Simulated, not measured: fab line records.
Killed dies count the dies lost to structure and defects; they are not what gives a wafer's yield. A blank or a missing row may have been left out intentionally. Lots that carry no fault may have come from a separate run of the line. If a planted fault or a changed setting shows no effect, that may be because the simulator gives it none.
fab line records	flow n5-finfet
[record] lots = 4	wafers = 12	last-day = 16
route steps=1938 shown BEOL_M8@1332 BEOL_M15@1830 PASSIVATION@1936
lots untouched by any fault: they come from a run of this same line in which no faults occurred
start-h: hours from the record's first day to the start of the lot's first wafer shown	wait-h: hours since the lot's step before	" unchanged from the row above	L1.1+2: a single row standing in for several wafers	- either no value or no given start	* or withheld: withheld	< > ~ a bound
route shown NAME@n: a module of which the file shows steps, and the number in the route of the first	usual: the fault-free wafers' mean and standard deviation	same: alike in all rows	chamber/n: place in a boat	sites: the reading at each site	_std_site: the standard deviation of these	_edge_site: mean of outer sites minus mean of inner sites	radius-mm: how far each site lies from the wafer's centre	mask NAME#n: copy n	behind: tool/chamber where the wafer was last shaped	hold: why the lot was held/for how many hours/how that ended	device: names the non-switching transistor (n, p or np)	end of line: the route-end tests of the same wafers	a step without rows: its recipe alone	killed: dies lost to structure and defects at the first sort, not the wafer's yield	map: dies across one wafer; x = killed, . = not, _ = none there
set.NAME: setting as actually run; set.NAME@STEP: the setting as run at that earlier step	model.NAME: the simulator's own value behind a step, which no gauge read
lots seen at some steps along the route; tables by step, rows by wafer
services: when a tool's chamber went out of use (start-h, in hours from the record's first day, below 0 if earlier), for how many hours, and the reason
[[steps]]
[step N5_BEOL_M8_ILD_DEP_00]
[recipe] material = SiCOH_lowk	target-thk-a = 1797.5	temp-c = 300	precursor = DEMS/porogen	pressure-torr = 5	rf-w = 500	time-s = 33.4
[step N5_BEOL_M8_CURE_74]
[recipe] temp-c = 385	time-s = 240	ambient = He/Ar	material = SiCOH_lowk
[step N5_BEOL_M8_PECVD_70]
[recipe] material = SiO2	target-thk-a = 200	temp-c = 400	precursor = TEOS/O2	pressure-torr = 5.5	rf-w = 450	teos-flow-sccm = 53.8	gas = O2	flow-sccm = 3000	time-s = 22.7
[step N5_BEOL_M8_HM_DEP_02]
[recipe] material = TiN	target-thk-a = 200	temp-c = 25	chamber-pressure-pa = 0.49996
[step N5_BEOL_M8_COAT_59]
[recipe] resist = SOC	temp-c = 250	time-s = 60	spin-rpm = 1500	resist-thk-nm = 100
[step N5_BEOL_M8_COAT_60]
[recipe] resist = SiARC	temp-c = 220	time-s = 60	spin-rpm = 1500	resist-thk-nm = 35
[step N5_BEOL_M8_COAT_05]
[recipe] resist = CAR-ArF	spin-rpm = 1500	resist-thk-nm = 90
[step N5_BEOL_M8_EBR_07]
[recipe] solvent = PGMEA	ebr-width-mm = 1.5
[step N5_BEOL_M8_SOFTBAKE_06]
[recipe] temp-c = 110	time-s = 60	resist = CAR-ArF
[step N5_BEOL_M8_EXPOSE_08]
[recipe] mask-id = M8	na = 1.35	source-shape = dipole	sigma-inner = 0.817	sigma-outer = 0.97	polarization = te	dose-mj = 68.25
[usual] exposure-dose-mJ-cm2 = 68.35/0.26	focus-offset-nm = -0.1/0.55	stage-vel-mm-s = 499.96/0.25
[same] sigma-inner = 0.817
lot.wafer	tool	chamber	start-h	wait-h	mask	exposure-dose-mJ-cm2	focus-offset-nm	stage-vel-mm-s
L944.1	arfi-scanner-01	0	227.75	-	M8#0	68.29	-0.2	499.57
L944.3	"	0	"	"	M8#0	68.32	-1.1	500.06
L944.5	"	0	"	"	M8#0	68.26	0.2	500.13
L951.3	arfi-scanner-01	0	273.05	-	M8#0	74.13	-0.2	499.75
L951.5	"	0	"	"	M8#0	74.05	0.4	500.13
L951.6	"	0	"	"	M8#0	74.02	-0.8	500.12
L953.1	arfi-scanner-01	0	277.89	-	M8#0	72.95	-0.2	499.99
L953.4	"	0	"	"	M8#0	72.87	-0.4	500.00
L953.6	"	0	"	"	M8#0	72.96	0.6	499.68
L960.3	arfi-scanner-02	0	317.43	-	M8#0	68.88	-0.3	500.07
L960.4	"	0	"	"	M8#0	68.83	-1.3	499.75
L960.5	"	0	"	"	M8#0	68.82	-0.8	499.68
[step N5_BEOL_M8_PEB_09]
[recipe] peb-temp-c = withheld	peb-time-s = 60	resist = CAR-ArF
[step N5_BEOL_M8_DEVELOP_10]
[recipe] develop-time-s = 30	developer = TMAH	resist = CAR-ArF	rinse-liquid = diw	dry = air-spin	dev-temp-c = 23
[step N5_BEOL_M8_CD_MEAS_11]
[recipe] target-cd-nm = 38.5	landing-energy-ev = 500	detector = se-inlens	polarity = opening
[usual] cd-nm = 38.6/0.47
lot.wafer	tool	chamber	start-h	wait-h	cd-nm
L944.1	cd-sem-02	0	227.88	-	39.2
L944.3	"	0	"	"	38.8
L944.5	"	0	"	"	39.0
L951.3	cd-sem-02	0	273.16	-	42.9
L951.5	"	0	"	"	42.4
L951.6	"	0	"	"	42.3
L953.1	cd-sem-01	0	278.02	-	41.5
L953.4	"	0	"	"	42.0
L953.6	"	0	"	"	42.6
L960.3	cd-sem-01	0	317.55	-	38.1
L960.4	"	0	"	"	38.7
L960.5	"	0	"	"	38.7
[step N5_BEOL_M8_DESCUM_16]
[recipe] chemistry = O2	time-s = 7.9	source-power-w = 50	bias-power-w = 20	pressure-mtorr = 20	rf-frequency-hz = 2.712e+07	temp-c = 40	resist = CAR-ArF	o2-flow-sccm = 225
[step N5_BEOL_M8_ETCH_61]
[recipe] chemistry = CF4	target = SiARC	target-depth-a = 455	mask-material = CAR-ArF	time-s = 75.8	ion-energy-ev = 80	pressure-mtorr = 40	source-w = 545	bias-w = 36	Ar_flow_sccm = 100	cf4-flow-sccm = 100	ends = cleared
[usual] drypump-motor-current-A = 5.6/0.42	etch-rf-on-time-s = 75.3/1.5	oes-product-au = 0.68/0.076	rf-vpp-V = 184.1/1.1	showerhead-plenum-p-Torr = 2.14/0.075	throttle-valve-pct = 15.55/0.15
lot.wafer	tool	chamber	start-h	wait-h	drypump-motor-current-A	etch-rf-on-time-s	oes-product-au	rf-hours-counter-h	rf-vpp-V	showerhead-plenum-p-Torr	throttle-valve-pct	model.BEOL_M8.cd-offset-nm
L944.1	rie-diel-03	3	228.01	0.0	5.6	76.0	0.73	60	183.7	2.09	15.51	0.6
L944.3	"	1	"	"	5.3	73.6	0.79	27	185.0	2.18	15.57	0.2
L944.5	"	1	"	"	5.3	73.9	0.79	-	184.6	2.18	15.56	0.2
L951.3	rie-diel-06	0	273.38	0.0	5.0	76.7	0.80	10	184.7	2.19	15.39	4.2
L951.5	"	2	"	"	5.7	76.5	0.75	-	185.9	2.27	15.36	3.8
L951.6	"	3	"	"	6.4	75.9	0.59	-	184.2	2.03	15.67	3.6
L953.1	rie-diel-05	0	278.14	0.0	5.7	74.1	0.60	226	183.2	2.11	15.79	3.4
L953.4	"	2	"	"	5.7	74.9	0.61	221	184.4	2.21	15.42	3.4
L953.6	"	2	"	"	5.6	75.0	0.62	-	185.7	2.21	15.41	3.6
L960.3	rie-diel-05	2	317.67	0.0	5.7	75.8	0.60	235	184.4	2.20	15.44	-0.4
L960.4	"	3	"	"	5.2	73.9	0.71	63	184.5	2.08	15.67	0.6
L960.5	"	2	"	"	5.7	75.7	0.60	-	185.8	2.20	15.45	-0.2
[step N5_BEOL_M8_ETCH_62]
[recipe] chemistry = N2/H2	target = SOC	target-depth-a = 1100	overetch-a = 220	mask-material = SiARC	temp-c = 40	time-s = 165	ion-energy-ev = 200	pressure-mtorr = 30	source-w = 840	bias-w = 150	n2-flow-sccm = 200	h2-flow-sccm = 200
[step N5_BEOL_M8_STRIP_68]
[recipe] chemistry = N2/H2	temp-c = 40	n2-flow-sccm = 200	h2-flow-sccm = 200	rf-frequency-hz = 6e+07
[step N5_BEOL_M8_STRIP_67]
[recipe] chemistry = CF4	resist = SiARC	power-w = 300	bias-power-w = 75	pressure-mtorr = 50	cf4-flow-sccm = 150	rf-frequency-hz = 6e+07
[step N5_BEOL_M8_HM_OPEN_17]
[recipe] chemistry = Cl2/BCl3	target-depth-a = 200	overetch-a = 60	target = TiN	mask-material = SOC	ion-energy-ev = 150	pressure-mtorr = 10	icp-w = 1000	bias-w = 126	Cl2_flow_sccm = 53.25	bcl3-flow-sccm = 21.75	Ar_flow_sccm = 25
[usual] drypump-motor-current-A = 5.5/0.37	he-backside-leak-sccm = 3.4/0.38	oes-product-au = 0.73/0.061	throttle-valve-pct = 22.11/0.18
lot.wafer	tool	chamber	start-h	wait-h	drypump-motor-current-A	he-backside-leak-sccm	oes-product-au	rf-hours-counter-h	throttle-valve-pct	model.BEOL_M8.cd-offset-nm
L944.1	rie-metal-02	0	228.25	0.0	6.3	3.6	0.54	118	22.19	0.4
L944.3	"	1	"	"	5.3	3.2	0.81	-	22.39	0.2
L944.5	"	1	"	"	5.3	3.3	0.80	-	22.40	0.2
L951.3	rie-metal-02	1	273.68	0.1	5.3	3.4	0.78	-	22.39	3.6
L951.5	"	1	"	"	5.3	3.5	0.78	-	22.40	4
L951.6	"	1	"	"	5.3	3.5	0.78	-	22.40	3.4
L953.1	rie-metal-01	0	278.38	0.0	5.1	3.2	0.71	25	21.97	3.6
L953.4	"	1	"	"	5.5	3.5	0.75	-	21.99	3.4
L953.6	"	0	"	"	5.1	3.1	0.71	-	21.96	3.6
L960.3	rie-metal-02	0	317.94	0.1	6.3	3.4	0.79	-	22.04	-0.8
L960.4	"	1	"	"	5.3	3.4	0.76	-	22.41	0.6
L960.5	"	1	"	"	5.3	3.3	0.76	-	22.41	-0.6
[step N5_BEOL_M8_STRIP_19]
[recipe] chemistry = O2	power-w = 400	temp-c = 40	pressure-mtorr = 30	rf-frequency-hz = 6e+07	bias-power-w = 0	overash-fraction = 0.2	o2-flow-sccm = 225
[step N5_BEOL_M8_CD_MEAS_18]
[recipe] pitch-nm = 80	target-cd-nm = 40
[usual] cd-nm = 40.1/0.52
lot.wafer	tool	chamber	start-h	wait-h	cd-nm
L944.1	cd-sem-01	-	228.44	0.0	40.3
L944.3	"	-	"	"	40.0
L944.5	"	-	"	"	39.9
L951.3	cd-sem-01	-	273.90	0.1	43.5
L951.5	"	-	"	"	44.4
L951.6	"	-	"	"	43.7
L953.1	cd-sem-01	-	278.56	0.0	43.5
L953.4	"	-	"	"	43.4
L953.6	"	-	"	"	43.1
L960.3	cd-sem-02	-	318.10	0.1	39.1
L960.4	"	-	"	"	40.3
L960.5	"	-	"	"	39.5
[step N5_BEOL_M8_COAT_63]
[recipe] resist = SOC	temp-c = 250	time-s = 60	spin-rpm = 1500	resist-thk-nm = 60
[step N5_BEOL_M8_COAT_64]
[recipe] resist = SiARC	temp-c = 220	time-s = 60	spin-rpm = 1500	resist-thk-nm = 12
[step N5_BEOL_M8_COAT_71]
[recipe] resist = underlayer	temp-c = 205	time-s = 60	spin-rpm = 1500	resist-thk-nm = 5
[step N5_BEOL_M8_COAT_22]
[recipe] resist = CAR-EUV	spin-rpm = 1500	resist-thk-nm = 30
[step N5_BEOL_M8_EBR_24]
[recipe] solvent = PGMEA	ebr-width-mm = 1.5
[step N5_BEOL_M8_SOFTBAKE_23]
[recipe] temp-c = 110	time-s = 60	resist = CAR-EUV
[step N5_BEOL_M8_EXPOSE_25]
[recipe] mask-id = V7	na = 0.33	source-shape = annular	sigma-inner = 0.4	sigma-outer = 0.8	polarization = unpolarized	target-cd-nm = 40	dose-mj = 42.5
[step N5_BEOL_M8_PEB_26]
[recipe] peb-temp-c = 100	peb-time-s = 60	resist = CAR-EUV
[step N5_BEOL_M8_DEVELOP_27]
[recipe] develop-time-s = 30	developer = TMAH	resist = CAR-EUV	rinse-liquid = surfactant-rinse	dry = air-spin	dev-temp-c = 23
[step N5_BEOL_M8_DESCUM_33]
[recipe] chemistry = O2	time-s = 7	source-power-w = 50	bias-power-w = 20	pressure-mtorr = 20	rf-frequency-hz = 2.712e+07	temp-c = 40	resist = CAR-EUV	o2-flow-sccm = 225
[step N5_BEOL_M8_ETCH_72]
[recipe] chemistry = N2/H2	target = underlayer	target-depth-a = 65	mask-material = CAR-EUV	time-s = 5.2	ion-energy-ev = 200	pressure-mtorr = 30	source-w = 840	bias-w = 150	n2-flow-sccm = 200	h2-flow-sccm = 200	ends = cleared
[step N5_BEOL_M8_ETCH_65]
[recipe] chemistry = CF4	target = SiARC	target-depth-a = 156	mask-material = CAR-EUV	time-s = 26	ion-energy-ev = 80	pressure-mtorr = 40	source-w = 545	bias-w = 36	Ar_flow_sccm = 100	cf4-flow-sccm = 100	ends = cleared
[step N5_BEOL_M8_ETCH_66]
[recipe] chemistry = N2/H2	target = SOC	target-depth-a = 800	overetch-a = 160	mask-material = SiARC	temp-c = 40	time-s = 120	ion-energy-ev = 200	pressure-mtorr = 30	source-w = 840	bias-w = 150	n2-flow-sccm = 200	h2-flow-sccm = 200
[step N5_BEOL_M15_RC_MEAS_101]
[usual] COMB_M10 = 1.5e-11/3.1e-12	COMB_M11 = 1.5e-11/3e-12	COMB_M12 = 6.7e-12/1.5e-12	COMB_M13 = 5.4e-12/1.2e-12	COMB_M14 = 4e-12/8.4e-13	COMB_M15 = 2.9e-12/7.9e-13	COMB_M15_max_site = 4e-12/1.2e-12	COMB_M5 = 3.8e-11/7.9e-12	COMB_M6 = 2.6e-11/5.5e-12	COMB_M7 = 2.6e-11/5.2e-12	COMB_M8 = 2.8e-11/6.2e-12	COMB_M9 = 1.5e-11/3.3e-12	COMB_M9_max_site = 2.2e-11/5.1e-12	SERP_M10 = 3.05/0.083	SERP_M11 = 3.01/0.089	SERP_M12 = 0.630/0.014	SERP_M13 = 0.306/0.0067	SERP_M14 = 0.160/0.0038	SERP_M5 = 38.9/1.6	SERP_M6 = 13.6/0.54	SERP_M6_max_site = 14.1/0.62	SERP_M7 = 13.8/0.62	SERP_M8 = 13.7/0.54	SERP_M8_max_site = 14.2/0.58	SERP_M9 = 3.01/0.098
lot.wafer	tool	chamber	start-h	wait-h	COMB_M10[S/m]	COMB_M11[S/m]	COMB_M12[S/m]	COMB_M13[S/m]	COMB_M14[S/m]	COMB_M15[S/m]	COMB_M15_max_site[S/m]	COMB_M5[S/m]	COMB_M6[S/m]	COMB_M7[S/m]	COMB_M8[S/m]	COMB_M9[S/m]	COMB_M9_max_site[S/m]	SERP_M10[ohm/um]	SERP_M11[ohm/um]	SERP_M12[ohm/um]	SERP_M13[ohm/um]	SERP_M14[ohm/um]	SERP_M5[ohm/um]	SERP_M6[ohm/um]	SERP_M6_max_site[ohm/um]	SERP_M7[ohm/um]	SERP_M8[ohm/um]	SERP_M8_max_site[ohm/um]	SERP_M9[ohm/um]
L944.1	prober-02	0	279.42	0.0	1.9e-11	9e-12	9.1e-12	4.6e-12	5.1e-12	3.4e-12	4.6e-12	2.9e-11	2.6e-11	2.2e-11	3.3e-11	1e-11	1.5e-11	3.06	3.21	0.606	0.305	0.159	42.2	12.9	13.7	13.4	13.8	14.3	2.92
L944.3	"	0	"	"	2.3e-11	1.2e-11	7.3e-12	6.3e-12	5.4e-12	3.9e-12	5.3e-12	4e-11	2.8e-11	2.4e-11	2.3e-11	2e-11	2.8e-11	3.14	2.95	0.624	0.305	0.155	40.1	13.7	14.0	13.3	13.9	14.4	3.13
L944.5	"	0	"	"	1.8e-11	8e-12	9.8e-12	5.1e-12	4.4e-12	4.6e-12	6.4e-12	3.7e-11	2.1e-11	2.6e-11	2.1e-11	1.2e-11	1.5e-11	3.10	2.98	0.646	0.302	0.158	42.0	13.2	13.5	13.6	13.6	13.8	3.12
L951.3	prober-02	0	328.24	0.3	1.5e-11	2e-11	8.4e-12	6.3e-12	5.8e-12	3.2e-12	4.1e-12	3e-11	2.8e-11	2.8e-11	1.6e-11	1.1e-11	1.7e-11	2.94	2.96	0.646	0.312	0.161	39.5	14.2	14.6	12.9	11.9	12.3	3.03
L951.5	"	0	"	"	2.1e-11	1.6e-11	7.6e-12	4.6e-12	4.4e-12	3e-12	4e-12	2.8e-11	3.2e-11	2.2e-11	2.4e-11	1.5e-11	2.2e-11	3.01	3.14	0.650	0.315	0.165	41.3	13.8	14.3	13.5	11.5	11.8	3.17
L951.6	"	0	"	"	1.4e-11	1.3e-11	1.16e-11	5.3e-12	4.4e-12	3.9e-12	5.1e-12	3.2e-11	3.5e-11	2.2e-11	2.4e-11	1e-11	1.1e-11	3.00	3.09	0.630	0.314	0.160	37.0	13.4	13.8	13.3	12.4	13.1	3.01
L953.1	prober-01	0	329.01	0.0	1.3e-11	1.2e-11	4.6e-12	7.2e-12	3.6e-12	2.4e-12	3.3e-12	3.1e-11	2.9e-11	2.1e-11	3.6e-11	1.9e-11	2.6e-11	2.99	3.03	0.635	0.306	0.169	41.3	13.7	14.4	13.2	12.1	12.7	3.18
L953.4	"	0	"	"	1.5e-11	1.3e-11	5.9e-12	4e-12	3.4e-12	2e-12	3.3e-12	3.4e-11	2.4e-11	1.9e-11	4e-11	9e-12	1.2e-11	3.02	2.98	0.625	0.308	0.166	42.9	14.1	14.6	14.0	11.6	12.3	2.96
L953.6	"	0	"	"	1.3e-11	1.9e-11	5.4e-12	4.5e-12	3.9e-12	3.6e-12	5.8e-12	3.2e-11	2.1e-11	2.6e-11	3.1e-11	1.6e-11	2.1e-11	2.98	2.89	0.640	0.307	0.160	41.1	13.4	14.0	14.8	11.8	12.1	3.14
L960.3	prober-02	0	372.41	0.3	1.5e-11	1.4e-11	7.3e-12	6.6e-12	4.7e-12	3.3e-12	4.6e-12	4.5e-11	2.4e-11	2e-11	2.8e-11	1.5e-11	2.1e-11	3.03	2.94	0.613	0.295	0.163	37.6	13.3	13.7	14.0	14.0	14.5	3.07
L960.4	"	0	"	"	1.7e-11	1.7e-11	8.4e-12	5e-12	4.8e-12	3.5e-12	5.4e-12	3.9e-11	2.9e-11	2.4e-11	4e-11	1.3e-11	1.7e-11	2.97	2.91	0.609	0.301	0.164	39.0	13.4	13.6	14.1	13.3	13.6	2.95
L960.5	"	0	"	"	1.1e-11	1.8e-11	6.8e-12	4.8e-12	4.9e-12	3.2e-12	4.2e-12	4.4e-11	2.4e-11	2.3e-11	5.2e-11	1.1e-11	1.5e-11	3.10	2.86	0.619	0.299	0.159	39.6	12.2	12.9	13.6	14.1	14.6	3.04
// sites SERP_M8 radius-mm=0,75,75,75,75,140,140,140,140
L944.1 14.3 13.9 14.3 14.1 13.7 12.9 13.8 13.6 13.2
L951.3 11.8 11.8 11.9 12.2 11.5 12.1 12.1 12.3 11.7
L953.1 12.1 12.2 12.4 12.7 12.6 12.0 11.8 11.8 11.7
L960.3 13.6 13.8 14.3 14.0 14.5 14.5 14.0 14.0 13.4
[step N5_PASSIVATION_PROBE_49]
[usual] defect-limited-yield = 91.3/1.5	killed_at_M0_to_M3 = 34/11	killed_at_M4_up = 14/6.1	killed-at-contacts = 12/5.9	killed-at-front-end = 39/11	killed-at-other = 4/3.3	killed-dies = 102/18	killed-open = 67/13	killed-short = 33/7.9	sort_bin_5_function = 5.1/1	sort_bin_6_memory = 3.3/0.7	sort_bin_8_speed = 0.1/0.69	sort-n-pass = 1077/19	sort-yield-pct = 91.3/1.6
[same] gross-dies = 1180	killed-at-back-side = 0	sort_bin_4_leakage[%] = 0
lot.wafer	tool	chamber	start-h	wait-h	defect-limited-yield[%]	killed_at_M0_to_M3	killed_at_M4_up	killed-at-contacts	killed-at-front-end	killed-at-other	killed-dies	killed-open	killed-short	sort_bin_5_function[%]	sort_bin_6_memory[%]	sort_bin_8_speed[%]	sort-n-pass	sort-yield-pct[%]
L951.3	prober-02	-	343.12	0.1	92.7	36	19	6	25	0	86	44	26	3.1	2.9	0	1094	92.7
L951.5	prober-02	-	343.22	0.2	89.0	44	30	16	40	0	130	80	33	6.2	3.4	0	1050	89.0
L951.6	prober-02	-	343.27	0.3	89.2	58	11	26	33	0	128	76	45	6.6	3.7	0	1052	89.2
L953.1	prober-01	-	343.61	0.0	92.0	30	23	8	30	3	94	59	27	4.3	3.1	0	1086	92.0
L953.4	prober-01	-	343.76	0.2	90.4	35	22	11	39	6	113	74	37	5.5	3.6	0	1067	90.4
L953.6	prober-01	-	343.86	0.3	91.0	26	29	8	32	11	106	68	32	5.6	2.8	0.1	1073	90.9
// killed by level:class
L951.3 BEOL_M0_SAQP:geometric-particle:short=10 BEOL_M8:area-expose=9 BEOL_M0_SAQP:geometric-particle:open=8 MOL_CONTACT_COAG:geometric-particle:open=6 BEOL_M2:geometric-particle:open=5 STI_FIN_REVEAL:geometric-particle:open=4 BEOL_M4:geometric-particle:open=4 STARTING-WAFER:geometric-particle:open=4
L951.5 MOL_CONTACT_COAG:geometric-particle:open=14 BEOL_M4:geometric-particle:open=12 BEOL_M8:area-expose=11 BEOL_M0_SAQP:geometric-particle:short=8 BEOL_M0_SAQP:geometric-particle:open=8 BEOL_M2:geometric-particle:open=8 BEOL_M3:geometric-particle:open=7 BEOL_M1:geometric-particle:open=6
L951.6 MOL_CONTACT_COAG:geometric-particle:open=22 BEOL_M1:geometric-particle:open=10 BEOL_M0_SAQP:geometric-particle:short=9 FIN_SAQP:geometric-particle:open=7 BEOL_M2:geometric-particle:short=7 STARTING-WAFER:geometric-particle:open=7 BEOL_M0_SAQP:geometric-particle:open=6 BEOL_M2:geometric-particle:open=6
L953.1 BEOL_M4:geometric-particle:open=10 BEOL_M0_SAQP:geometric-particle:short=9 FIN_SAQP:geometric-particle:open=8 MOL_CONTACT_COAG:geometric-particle:open=8 BEOL_M0_SAQP:geometric-particle:open=7 STI_FIN_REVEAL:geometric-particle:open=5 BEOL_M3:geometric-particle:open=5 BEOL_M8:area-expose=4
L953.4 FIN_SAQP:geometric-particle:open=11 BEOL_M3:geometric-particle:open=11 BEOL_M0_SAQP:geometric-particle:short=9 MOL_CONTACT_COAG:geometric-particle:open=9 FIN_SAQP:geometric-particle:short=8 BEOL_M0_SAQP:geometric-particle:open=8 BEOL_M4:geometric-particle:open=6 BEOL_M5:geometric-particle:open=5
L953.6 BEOL_M3:geometric-particle:open=11 BEOL_M4:geometric-particle:open=10 FIN_SAQP:geometric-particle:open=6 MOL_CONTACT_COAG:geometric-particle:open=6 GATE_CUT:geometric-particle:short=5 BEOL_M2:geometric-particle:open=5 BEOL_M8:area-expose=5 DUMMY_GATE:geometric-particle:open=4
[[services]]
tool	chamber	start-h	hours	kind
rie-metal-02	1	206.40	14.0	repair
arfi-scanner-01	0	210.75	-	calibration
arfi-scanner-01	-	218.47	1.3	pm
rie-diel-06	0	219.61	-	clean
rie-diel-06	0	219.61	-	consumable-replace:focus-ring
rie-diel-06	0	219.61	23.5	scheduled-down
rie-diel-06	0	219.61	23.5	vent-cycle
rie-metal-02	0	219.95	4.2	repair
rie-diel-03	0	223.19	7.0	repair
arfi-scanner-02	-	232.07	25.4	repair
arfi-scanner-01	-	237.10	3.1	pm
rie-diel-06	3	249.82	7.8	repair
arfi-scanner-01	-	262.00	1.0	pm
rie-metal-01	-	263.39	0.9	repair
rie-diel-06	1	268.25	3.5	repair
rie-metal-02	0	270.09	-	clean
rie-metal-02	0	270.09	14.1	scheduled-down
rie-metal-02	0	270.09	14.1	vent-cycle
arfi-scanner-02	-	277.23	3.9	pm
rie-diel-05	1	280.42	2.5	repair
arfi-scanner-02	-	311.29	1.3	pm
[[key]]
[first-sign] step = N5_BEOL_M8_EXPOSE_08	reading = exposure-dose-mJ-cm2	direction = up	sigmas = 20	usual = 68.35	struck = 73.50
[effect] step = N5_BEOL_M8_CD_MEAS_11	reading = cd-nm	direction = up	sigmas = 7.9	usual = 38.6	struck = 42.3	through = control-loop
[effect] step = N5_BEOL_M8_CD_MEAS_18	reading = cd-nm	direction = up	sigmas = 6.7	usual = 40.1	struck = 43.6	through = control-loop
[effect] step = N5_BEOL_M15_RC_MEAS_101	reading = SERP_M8	direction = down	sigmas = 3.3	usual = 13.7	struck = 11.9
[model-effect] step = N5_BEOL_M8_ETCH_61	value = BEOL_M8.cd-offset-nm	without = -0.1333	struck = 3.667
[model-effect] step = N5_BEOL_M8_HM_OPEN_17	value = BEOL_M8.cd-offset-nm	without = -0.2	struck = 3.6
met-at N5_BEOL_M8_EXPOSE_08
struck-wafers L951.3,L951.5,L951.6,L953.1,L953.4,L953.6
[loop-trim] step = N5_BEOL_M8_EXPOSE_08	setting = dose	lots = L953
onset-between 227.75 273.05
[fault] kind = process-parameter-drift	tool = arfi-scanner-01	chamber = -	onset-h = 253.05	steps = N5_BEOL_M8_EXPOSE_08	channel = dose-mj	offset = 5.9524	shape = step	acts-in = these-recipes-only	stated = 68.25
// loop-trim: a control loop set the setting to another value than it would have without faults
